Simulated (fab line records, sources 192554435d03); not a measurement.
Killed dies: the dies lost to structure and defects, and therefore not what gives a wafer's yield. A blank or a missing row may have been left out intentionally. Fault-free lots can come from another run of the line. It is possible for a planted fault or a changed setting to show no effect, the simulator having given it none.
What tool caused it? ; flow n5-finfet ; 10 lots with 29 wafers sampled at 4 steps, on a route of 1938 steps

## WHAT EACH GAUGE READ, for each wafer
N5_BEOL_M3_CD_MEAS_28: target cd 25.7 nm, target cd y 23.3 nm.
lot;measured;on;cd-nm (nm)
L860;day 7 02:04;cd-sem-02;25.77 25.81
L861;day 7 13:15;cd-sem-02;25.37 25.38 26.08
L862;day 7 13:33;cd-sem-02;25.54 25.37 25.43
L863;day 7 14:46;cd-sem-02;25.32 25.41 25.76
L865;day 8 06:28;cd-sem-03;25.67 25.65 25.62
L870;day 9 09:53;cd-sem-03;26.75 26.81 26.90
L871;day 9 10:57;cd-sem-01;26.71 26.49 26.62
L872;day 10 11:33;cd-sem-02;25.84 25.92 25.76
L879;day 12 02:31;cd-sem-03;25.76 25.90 25.33
L883;day 13 16:15;cd-sem-01;25.64 25.70 25.38

## WHAT TOOL EACH LOT RAN ON (gives the tool, then ch and the chambers of the sampled wafers, and finally the start)
lot;N5_BEOL_M2_DEP_57;N5_BEOL_M3_ILD_DEP_00;N5_BEOL_M3_EXPOSE_25
L860;pecvd-03 ch 0,1, day 6 23:22;pecvd-02 ch 1,2, day 6 23:29;euv-scanner-02 ch 0, day 7 01:55
L861;pecvd-04 ch 0,2, day 7 10:55;pecvd-04 ch 0,1,2, day 7 11:02;euv-scanner-02 ch 0, day 7 13:06
L862;pecvd-04 ch 0,2, day 7 11:09;pecvd-03 ch 1,2, day 7 11:17;euv-scanner-01 ch 0, day 7 13:25
L863;pecvd-04 ch 0,1, day 7 12:59;pecvd-02 ch 0,2, day 7 13:07;euv-scanner-01 ch 0, day 7 14:37
L865;pecvd-01 ch 0,2, day 8 04:28;pecvd-03 ch 0,1,2, day 8 04:35;euv-scanner-01 ch 0, day 8 06:19
L870;pecvd-03 ch 0,1,2, day 9 06:09;pecvd-02 ch 0,1,2, day 9 06:17;euv-scanner-01 ch 0, day 9 09:46
L871;pecvd-04 ch 0,1, day 9 09:02;pecvd-03 ch 1,2, day 9 09:10;euv-scanner-01 ch 0, day 9 10:49
L872;pecvd-04 ch 0,2, day 10 09:04;pecvd-02 ch 0,1, day 10 09:12;euv-scanner-02 ch 0, day 10 11:24
L879;pecvd-01 ch 0,2, day 11 23:56;pecvd-03 ch 0,1,2, day 12 00:04;euv-scanner-02 ch 0, day 12 02:23
L883;pecvd-04 ch 0,1,2, day 13 14:41;pecvd-02 ch 0,1, day 13 14:49;euv-scanner-02 ch 0, day 13 16:07
- N5_BEOL_M2_DEP_57: deposits SiCN from 3MS/NH3, target thk 8 nm, time 14 s.
- N5_BEOL_M3_ILD_DEP_00: deposits SiOC from DEMS/O2, target thk 79 nm, time 15.3 s.
- N5_BEOL_M3_EXPOSE_25: exposes mask V2, defocus 5 nm.

## THE ANSWER, worked out from the rows above alone
Rule: what is usual is taken from the lots themselves. The widest of any qualifying gaps counts: lots, ordered by their means at a reading, are off when they make up no more than a third of the lots, leave a main group of 4 or more, and stand apart from it by 3 or more times the standard deviation of that group's means. Not used: any main group whose means are identical at the precision the tables above print for the reading. Also off: a lot with no number at a reading for which 4 or more lots have one. Any other lot the step has rows for is counted as sound.
Off, at N5_BEOL_M3_CD_MEAS_28 on cd-nm: L870, L871. The main group has a mean of 25.63 nm with a standard deviation of 0.13.
If a tool, at a process step before that reading, ran all the lots that are off and no sound lot after the first of them, it fits. The gauges at N5_BEOL_M3_CD_MEAS_28 are tried like those tools. One fits: N5_BEOL_M3_EXPOSE_25 on euv-scanner-01. Its last sound lot is L865 (day 8 06:19), its first lot that is off L870 (day 9 09:46): a fault that began between those two fits.

## WHAT HAD BEEN PUT IN BY THE SIMULATOR
Process parameters drifting: euv-scanner-01 at N5_BEOL_M3_EXPOSE_25, beginning at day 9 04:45. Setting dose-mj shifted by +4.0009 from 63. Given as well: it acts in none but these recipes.
Lots struck among those shown: L870, L871. Same finding as the rule above.
